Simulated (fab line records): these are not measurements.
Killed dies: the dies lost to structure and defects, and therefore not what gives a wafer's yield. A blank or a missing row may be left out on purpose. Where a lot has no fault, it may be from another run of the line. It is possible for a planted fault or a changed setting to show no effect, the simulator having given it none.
fab line records -- flow nand_harc
record: lots: 6, wafers: 18, last_day: 33
route steps=1302 shown A_ONON_D1@434 END@1302
lots that met no fault: from a run of the same line without faults
start_h: hours from the record's opening day to when the first of the lot's shown wafers began -- wait_h: hours from the lot's prior step to this one -- " the same as in the row above -- L1.1+2: one row covering several wafers at once -- - no value, or no start was given -- * or withheld: withheld -- < > ~ a bound
route shown NAME@n: a module of which the file shows steps, and the number in the route of the first -- usual: mean/standard deviation of fault-free wafers -- same: alike in all rows -- chamber/n: place in a boat -- sites: readings site by site -- _std_site: standard deviation of those values -- _edge_site: inner sites' mean taken away from outer sites' mean -- radius_mm: how far each site lies from the wafer's centre -- mask NAME#n: copy n -- behind: the last tool/chamber to shape the wafer -- hold: the reason the lot was held/the length of the hold in hours/how it ended -- device: whichever transistor did not switch (one of n, p or np) -- end of line: tests run on the same wafers once the route is complete -- a step with no rows: only its recipe -- killed: dies lost to structure and defects at the first sort, not the wafer's yield -- map: shows each die of a wafer: x if killed, . if not, _ if none is there
set.NAME: the setting that was run; set.NAME@STEP: the one run at that earlier step -- model.NAME: the simulator's own value behind a step, which no gauge read
lots at selected steps of the route; one table per step, one row per wafer
services: from which hour (start_h, from the record's first day; less than 0 if before it) a tool's chamber was out of use, for how many hours, and why
== steps ==
step: NHARC_A_ONON_D1_ANNEAL_15
recipe: temp_c: 750, time_s: 3600
step: NHARC_A_ONON_D1_DEP_16
recipe: target_thk_a: 10000, n2_flow_sccm: 2750, n2o_flow_sccm: 2000, nh3_flow_sccm: 500, sih4_flow_sccm: 210, temp_c: 400
step: NHARC_A_ONON_D1_THK_MEAS_18
recipe: thk_meas_gauge: ellipsometry
usual: thk_nm: 1000/9.6
lot.wafer,tool,chamber,start_h,wait_h,thk_nm
L226.3,film_metro-02,-,186.70,-,990
L226.5,film_metro-02,-,186.70,-,990
L226.6,film_metro-02,-,186.70,-,989
L231.1,film_metro-02,-,232.20,-,1001
L231.2,film_metro-02,-,232.20,-,1000
L231.3,film_metro-02,-,232.20,-,1000
L236.1,film_metro-01,-,282.79,-,991
L236.4,film_metro-01,-,282.79,-,990
L236.5,film_metro-01,-,282.79,-,992
L238.3,film_metro-01,-,298.71,-,1024
L238.4,film_metro-01,-,298.71,-,1026
L238.6,film_metro-01,-,298.71,-,1023
L244.1,film_metro-02,-,363.99,-,1009
L244.3,film_metro-02,-,363.99,-,1006
L244.5,film_metro-02,-,363.99,-,1009
L246.3,film_metro-01,-,385.63,-,999
L246.4,film_metro-01,-,385.63,-,999
L246.6,film_metro-01,-,385.63,-,999
step: NHARC_A_ONON_D1_DEP_19
recipe: target_thk_a: 10000, n2_flow_sccm: 2750, n2o_flow_sccm: 2000, nh3_flow_sccm: 500, sih4_flow_sccm: 210, temp_c: 400
step: NHARC_A_ONON_D1_THK_MEAS_21
recipe: thk_meas_gauge: ellipsometry
usual: thk_nm: 1000/11
lot.wafer,tool,chamber,start_h,wait_h,thk_nm
L226.3,film_metro-02,-,187.26,-,1013
L226.5,film_metro-02,-,187.26,-,1010
L226.6,film_metro-02,-,187.26,-,1012
L231.1,film_metro-02,-,232.76,-,993
L231.2,film_metro-02,-,232.76,-,993
L231.3,film_metro-02,-,232.76,-,994
L236.1,film_metro-02,-,283.36,-,998
L236.4,film_metro-02,-,283.36,-,997
L236.5,film_metro-02,-,283.36,-,997
L238.3,film_metro-02,-,299.31,-,1008
L238.4,film_metro-02,-,299.31,-,1009
L238.6,film_metro-02,-,299.31,-,1009
L244.1,film_metro-02,-,364.55,-,1006
L244.3,film_metro-02,-,364.55,-,1007
L244.5,film_metro-02,-,364.55,-,1007
L246.3,film_metro-01,-,386.20,-,1006
L246.4,film_metro-01,-,386.20,-,1006
L246.6,film_metro-01,-,386.20,-,1006
step: NHARC_A_ONON_D1_DEP_22
recipe: target_thk_a: 10000, n2_flow_sccm: 2750, n2o_flow_sccm: 2000, nh3_flow_sccm: 500, sih4_flow_sccm: 210, temp_c: 400
step: NHARC_A_ONON_D1_THK_MEAS_24
recipe: thk_meas_gauge: ellipsometry
usual: thk_nm: 999/8.3
lot.wafer,tool,chamber,start_h,wait_h,thk_nm
L226.3,film_metro-01,-,187.83,-,995
L226.5,film_metro-01,-,187.83,-,994
L226.6,film_metro-01,-,187.83,-,993
L231.1,film_metro-02,-,233.33,-,1011
L231.2,film_metro-02,-,233.33,-,1010
L231.3,film_metro-02,-,233.33,-,1012
L236.1,film_metro-01,-,283.93,-,1012
L236.4,film_metro-01,-,283.93,-,1012
L236.5,film_metro-01,-,283.93,-,1010
L238.3,film_metro-01,-,299.88,-,1000
L238.4,film_metro-01,-,299.88,-,1000
L238.6,film_metro-01,-,299.88,-,1002
L244.1,film_metro-01,-,365.13,-,1000
L244.3,film_metro-01,-,365.13,-,998
L244.5,film_metro-01,-,365.13,-,997
L246.3,film_metro-01,-,386.77,-,1008
L246.4,film_metro-01,-,386.77,-,1010
L246.6,film_metro-01,-,386.77,-,1009
step: NHARC_A_ONON_D1_DEP_25
recipe: target_thk_a: 10000, n2_flow_sccm: 2750, n2o_flow_sccm: 2000, nh3_flow_sccm: 500, sih4_flow_sccm: 210, temp_c: 400
step: NHARC_A_ONON_D1_THK_MEAS_27
recipe: thk_meas_gauge: ellipsometry
usual: thk_nm: 1000/10
lot.wafer,tool,chamber,start_h,wait_h,thk_nm
L226.3,film_metro-01,-,188.40,-,1020
L226.5,film_metro-01,-,188.40,-,1022
L226.6,film_metro-01,-,188.40,-,1021
L231.1,film_metro-01,-,233.89,-,1003
L231.2,film_metro-01,-,233.89,-,1005
L231.3,film_metro-01,-,233.89,-,1005
L236.1,film_metro-01,-,284.49,-,1009
L236.4,film_metro-01,-,284.49,-,1010
L236.5,film_metro-01,-,284.49,-,1007
L238.3,film_metro-02,-,300.44,-,1001
L238.4,film_metro-02,-,300.44,-,1003
L238.6,film_metro-02,-,300.44,-,1003
L244.1,film_metro-01,-,365.69,-,1012
L244.3,film_metro-01,-,365.69,-,1013
L244.5,film_metro-01,-,365.69,-,1011
L246.3,film_metro-01,-,387.33,-,998
L246.4,film_metro-01,-,387.33,-,999
L246.6,film_metro-01,-,387.33,-,1000
step: NHARC_A_ONON_D1_DEP_28
recipe: target_thk_a: 10000, n2_flow_sccm: 2750, n2o_flow_sccm: 2000, nh3_flow_sccm: 500, sih4_flow_sccm: 210, temp_c: 400
step: NHARC_A_ONON_D1_THK_MEAS_30
recipe: thk_meas_gauge: ellipsometry
usual: thk_nm: 1000/11
lot.wafer,tool,chamber,start_h,wait_h,thk_nm
L226.3,film_metro-01,-,188.97,-,999
L226.5,film_metro-01,-,188.97,-,996
L226.6,film_metro-01,-,188.97,-,995
L231.1,film_metro-01,-,234.46,-,1000
L231.2,film_metro-01,-,234.46,-,999
L231.3,film_metro-01,-,234.46,-,1001
L236.1,film_metro-01,-,285.05,-,1008
L236.4,film_metro-01,-,285.05,-,1010
L236.5,film_metro-01,-,285.05,-,1009
L238.3,film_metro-02,-,301.01,-,1017
L238.4,film_metro-02,-,301.01,-,1015
L238.6,film_metro-02,-,301.01,-,1015
L244.1,film_metro-01,-,366.25,-,1001
L244.3,film_metro-01,-,366.25,-,1001
L244.5,film_metro-01,-,366.25,-,999
L246.3,film_metro-01,-,387.90,-,996
L246.4,film_metro-01,-,387.90,-,997
L246.6,film_metro-01,-,387.90,-,996
step: NHARC_A_ONON_D1_DEP_33
recipe: target_thk_a: 2000, temp_c: 400, pressure_torr: 6.5, rf_w: 900, teos_flow_sccm: 161.4, flow_sccm: 2650, target_thk_nm: 200, gas: O2, material: SiO2
usual: heater_power_w: 529/86, throttle_valve_pct: 15.9/0.63
lot.wafer,tool,chamber,start_h,wait_h,heater_power_w,throttle_valve_pct
L226.3,pecvd-02,1,189.07,0.1,541,16.9
L226.6,pecvd-02,1,189.07,0.1,545,16.8
L226.5,pecvd-02,2,189.07,0.1,469,16.4
L231.3,pecvd-04,1,234.52,0.1,472,16.4
L231.2,pecvd-04,2,234.52,0.1,605,15.8
L231.1,pecvd-04,0,234.52,0.1,575,15.1
L236.1,pecvd-02,0,285.20,0.1,699,16.2
L236.5,pecvd-02,2,285.20,0.1,550,16.0
L236.4,pecvd-02,0,285.20,0.1,697,16.0
L238.3,pecvd-02,2,301.06,0.1,447,16.0
L238.6,pecvd-02,2,301.06,0.1,470,16.3
L238.4,pecvd-02,1,301.06,0.1,517,16.5
L244.1,pecvd-01,0,366.31,0.1,479,16.3
L244.3,pecvd-01,2,366.31,0.1,397,16.6
L244.5,pecvd-01,1,366.31,0.1,595,15.4
L246.3,pecvd-01,1,387.96,0.1,558,15.3
L246.6,pecvd-01,2,387.96,0.1,442,16.5
L246.4,pecvd-01,0,387.96,0.1,593,16.1
step: NHARC_A_ONON_D1_THK_MEAS_34
recipe: thk_meas_gauge: ellipsometry
usual: thk_nm: 200.3/2.8
lot.wafer,tool,chamber,start_h,wait_h,thk_nm
L226.3,film_metro-01,-,189.44,-,197.3
L226.5,film_metro-01,-,189.44,-,201.1
L226.6,film_metro-01,-,189.44,-,199.2
L231.1,film_metro-02,-,234.93,-,199.2
L231.2,film_metro-02,-,234.93,-,202.7
L231.3,film_metro-02,-,234.93,-,199.1
L236.1,film_metro-01,-,285.52,-,210.0
L236.4,film_metro-01,-,285.52,-,212.7
L236.5,film_metro-01,-,285.52,-,213.7
L238.3,film_metro-01,-,301.48,-,214.3
L238.4,film_metro-01,-,301.48,-,214.3
L238.6,film_metro-01,-,301.48,-,219.3
L244.1,film_metro-01,-,366.72,-,198.9
L244.3,film_metro-01,-,366.72,-,195.5
L244.5,film_metro-01,-,366.72,-,201.6
L246.3,film_metro-01,-,388.37,-,199.6
L246.4,film_metro-01,-,388.37,-,203.2
L246.6,film_metro-01,-,388.37,-,201.1
step: NHARC_END_SORT_01
recipe: temp_c: 25
usual: killed_at_array: 50/18, killed_at_other: 0.8/1.1, killed_at_periphery: 4.1/2.9, killed_dies: 55/18, killed_open: 3.5/1.9, killed_short: 2.4/1.5
same: gross_dies: 677
lot.wafer,tool,chamber,start_h,wait_h,killed_at_array,killed_at_other,killed_at_periphery,killed_dies,killed_open,killed_short
L226.3,prober-01,0,593.39,3.1,36,0,9,45,1,3
L226.5,prober-01,0,595.00,3.7,33,1,3,37,2,2
L226.6,prober-01,0,595.80,4.0,32,0,1,33,1,1
L231.1,prober-02,0,631.32,2.5,83,0,6,89,5,1
L231.2,prober-02,0,632.13,2.8,80,1,4,85,3,2
L231.3,prober-02,0,632.94,3.1,86,0,4,90,9,1
L236.1,prober-02,0,683.95,2.5,37,0,4,41,1,4
L236.4,prober-02,0,686.36,3.4,45,1,3,49,6,1
L236.5,prober-02,0,687.17,3.7,41,0,5,46,5,2
L238.3,prober-01,0,697.92,3.1,87,0,1,88,1,0
L238.4,prober-01,0,698.72,3.4,96,1,3,100,3,2
L238.6,prober-01,0,700.33,4.0,92,0,3,95,4,2
L244.1,prober-01,0,762.37,2.5,56,5,11,72,1,2
L244.3,prober-01,0,763.99,3.1,40,1,10,51,3,3
L244.5,prober-01,0,765.60,3.7,42,2,7,51,3,3
L246.3,prober-02,0,781.75,3.1,48,0,2,50,6,1
L246.4,prober-02,0,782.56,3.4,43,0,2,45,3,2
L246.6,prober-02,0,784.16,4.0,47,0,1,48,2,1
killed by level:class
L226.3 A_SLIT:chamber_film_flake=17 A_CHANNEL_HOLE_D2:chamber_film_flake=10 P_BONDPAD:chamber_film_flake=4 P_STI:chamber_film_flake=2 A_DECK1_JOINT:chamber_film_flake=2 A_CONTACT:chamber_film_flake=2 P_STI:geometric_particle:open=1 P_GATE:geometric_particle:short=1
L226.5 A_SLIT:chamber_film_flake=19 A_CHANNEL_HOLE_D2:chamber_film_flake=7 A_DECK1_JOINT:geometric_particle:short=1 A_ONON_D2:geometric_particle:short=1 A_WL_FILL:geometric_particle:open=1 P_ZERO_WELL:chamber_film_flake=1 P_GATE:chamber_film_flake=1 P_BONDPAD:chamber_film_flake=1
L226.6 A_SLIT:chamber_film_flake=20 A_CHANNEL_HOLE_D2:chamber_film_flake=6 A_CONTACT:chamber_film_flake=2 A_CHANNEL_FILL_D2:geometric_particle:short=1 A_M0:geometric_particle:open=1 P_CONTACT:chamber_film_flake=1 A_CHANNEL_HOLE_D1:chamber_film_flake=1 A_STAIRCASE:chamber_film_flake=1
L231.1 A_SLIT:chamber_film_flake=25 A_CHANNEL_HOLE_D1:chamber_film_flake=23 A_CHANNEL_HOLE_D2:chamber_film_flake=19 A_CONTACT:chamber_film_flake=5 P_GATE:chamber_film_flake=3 A_ZERO_WELL:chamber_film_flake=3 P_CONTACT:geometric_particle:open=1 P_M0:geometric_particle:open=1
L231.2 A_CHANNEL_HOLE_D2:chamber_film_flake=24 A_CHANNEL_HOLE_D1:chamber_film_flake=20 A_SLIT:chamber_film_flake=18 A_CONTACT:chamber_film_flake=9 A_CHANNEL_FILL_D1:chamber_film_flake=4 P_GATE:chamber_film_flake=2 P_M0:geometric_particle:open=1 A_ONON_D1:geometric_particle:open=1
L231.3 A_SLIT:chamber_film_flake=24 A_CHANNEL_HOLE_D1:chamber_film_flake=23 A_CHANNEL_HOLE_D2:chamber_film_flake=19 A_CONTACT:chamber_film_flake=7 P_GATE:chamber_film_flake=3 A_CONTACT:geometric_particle:open=2 A_STAIRCASE:chamber_film_flake=2 P_M0:geometric_particle:open=1
L236.1 A_CHANNEL_HOLE_D1:chamber_film_flake=28 A_STAIRCASE:chamber_film_flake=3 P_M1:chamber_film_flake=2 P_CONTACT:geometric_particle:open=1 A_ONON_D2:geometric_particle:short=1 A_CHANNEL_HOLE_D2:geometric_particle:short=1 A_STAIRCASE:geometric_particle:short=1 A_SGD_CUT:geometric_particle:short=1
L236.4 A_CHANNEL_HOLE_D1:chamber_film_flake=27 A_STAIRCASE:chamber_film_flake=6 A_CHANNEL_FILL_D1:geometric_particle:open=2 A_WL_FILL:chamber_film_flake=2 A_ONON_D2:geometric_particle:open=2 P_GATE:chamber_film_flake=2 P_GATE:geometric_particle:short=1 A_ONON_D1:geometric_particle:open=1
L236.5 A_CHANNEL_HOLE_D1:chamber_film_flake=26 A_STAIRCASE:chamber_film_flake=5 P_GATE:chamber_film_flake=3 A_CONTACT:chamber_film_flake=3 P_GATE:geometric_particle:short=1 P_CONTACT:geometric_particle:open=1 A_DECK1_JOINT:geometric_particle:open=1 A_ONON_D2:geometric_particle:open=1
L238.3 A_SLIT:chamber_film_flake=30 A_CHANNEL_HOLE_D1:chamber_film_flake=23 A_CHANNEL_HOLE_D2:chamber_film_flake=20 A_M1:chamber_film_flake=7 A_CONTACT:chamber_film_flake=3 A_WL_FILL:chamber_film_flake=2 A_CHANNEL_FILL_D1:geometric_particle:open=1 P_BONDPAD:chamber_film_flake=1
L238.4 A_SLIT:chamber_film_flake=34 A_CHANNEL_HOLE_D1:chamber_film_flake=32 A_CHANNEL_HOLE_D2:chamber_film_flake=14 A_WL_FILL:chamber_film_flake=3 A_CONTACT:chamber_film_flake=3 A_M1:chamber_film_flake=3 P_M1:chamber_film_flake=2 A_DECK1_JOINT:chamber_film_flake=2
L238.6 A_SLIT:chamber_film_flake=33 A_CHANNEL_HOLE_D1:chamber_film_flake=30 A_CHANNEL_HOLE_D2:chamber_film_flake=16 A_M1:chamber_film_flake=4 P_M1:chamber_film_flake=3 A_CONTACT:chamber_film_flake=3 A_CHANNEL_HOLE_D1:geometric_particle:open=1 A_CHANNEL_FILL_D1:geometric_particle:open=1
L244.1 A_CHANNEL_HOLE_D1:chamber_film_flake=26 A_CONTACT:chamber_film_flake=11 P_CONTACT:chamber_film_flake=9 A_CHANNEL_HOLE_D2:chamber_film_flake=5 THIN_TSV:chamber_film_flake=5 A_CHANNEL_FILL_D2:chamber_film_flake=3 A_STAIRCASE:chamber_film_flake=3 P_GATE:chamber_film_flake=2
L244.3 A_CHANNEL_HOLE_D1:chamber_film_flake=20 A_CONTACT:chamber_film_flake=6 P_CONTACT:chamber_film_flake=4 A_SLIT:chamber_film_flake=3 A_CHANNEL_FILL_D2:chamber_film_flake=3 P_CONTACT:geometric_particle:open=2 A_CHANNEL_FILL_D2:geometric_particle:short=2 P_GATE:chamber_film_flake=2
L244.5 A_CHANNEL_HOLE_D1:chamber_film_flake=19 A_SLIT:chamber_film_flake=5 A_CONTACT:chamber_film_flake=5 P_GATE:chamber_film_flake=3 P_CONTACT:chamber_film_flake=3 A_CHANNEL_HOLE_D2:chamber_film_flake=3 A_DECK1_JOINT:chamber_film_flake=2 THIN_TSV:chamber_film_flake=2
L246.3 A_SLIT:chamber_film_flake=30 A_CONTACT:chamber_film_flake=3 A_BLC:geometric_particle:open=2 A_CHANNEL_HOLE_D1:unspecified=2 A_CHANNEL_FILL_D1:chamber_film_flake=2 A_CHANNEL_HOLE_D2:chamber_film_flake=2 A_CHANNEL_FILL_D2:chamber_film_flake=2 A_STAIRCASE:chamber_film_flake=2
L246.4 A_SLIT:chamber_film_flake=28 A_CHANNEL_HOLE_D2:chamber_film_flake=3 A_CONTACT:chamber_film_flake=3 A_CHANNEL_HOLE_D1:chamber_film_flake=2 P_CONTACT:geometric_particle:open=1 A_CHANNEL_FILL_D1:geometric_particle:open=1 A_CHANNEL_FILL_D1:geometric_particle:short=1 A_DECK1_JOINT:geometric_particle:open=1
L246.6 A_SLIT:chamber_film_flake=26 A_CHANNEL_HOLE_D2:chamber_film_flake=6 A_CHANNEL_HOLE_D1:unspecified=3 A_CHANNEL_HOLE_D1:chamber_film_flake=2 A_DECK1_JOINT:chamber_film_flake=2 A_STAIRCASE:chamber_film_flake=2 A_ONON_D2:geometric_particle:short=1 A_ONON_D2:geometric_particle:open=1
== services ==
tool,chamber,start_h,hours,kind
pecvd-04,2,204.97,5.7,repair
pecvd-02,-,227.11,13.0,pm
pecvd-02,0,227.11,13.0,vent_cycle
pecvd-02,1,227.11,13.0,vent_cycle
pecvd-02,2,227.11,13.0,vent_cycle
pecvd-02,0,240.11,-,clean
pecvd-02,1,240.11,-,clean
pecvd-02,2,240.11,-,clean
pecvd-01,1,255.63,4.7,repair
pecvd-01,1,267.43,2.1,repair
pecvd-04,-,269.06,13.0,pm
pecvd-04,0,269.06,13.0,vent_cycle
pecvd-04,1,269.06,13.0,vent_cycle
pecvd-04,2,269.06,13.0,vent_cycle
pecvd-04,0,282.06,-,clean
pecvd-04,1,282.06,-,clean
pecvd-01,-,300.25,4.8,repair
pecvd-01,-,311.00,13.0,pm
pecvd-01,0,311.00,13.0,vent_cycle
pecvd-01,1,311.00,13.0,vent_cycle
pecvd-01,2,311.00,13.0,vent_cycle
pecvd-01,0,324.00,-,clean
pecvd-01,1,324.00,-,clean
pecvd-01,2,324.00,-,clean
== key ==
first_sign: step: NHARC_A_ONON_D1_THK_MEAS_34, reading: thk_nm, direction: up, sigmas: 4.9, usual: 200.3, struck: 214.0
effect none on later readings
met_at NHARC_A_ONON_D1_DEP_33
struck_wafers L236.1,L236.4,L236.5,L238.3,L238.4,L238.6
tester_left_out L236,L238
onset_between 189.07 285.20
fault: kind: process_parameter_drift, tool: pecvd-02, chamber: -, onset_h: 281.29, steps: NHARC_A_ONON_D1_DEP_33, channel: teos_flow_sccm, offset: *, shape: step, end_h: 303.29, acts_in: *, stated: *
tester_left_out: of these lots the tester's yield and bins aren't shown, on N5 and GAA mostly nor the transistor test; their killed dies are dies lost to structure and defects alone, not to doping, threshold or leakage, so they don't give the yield
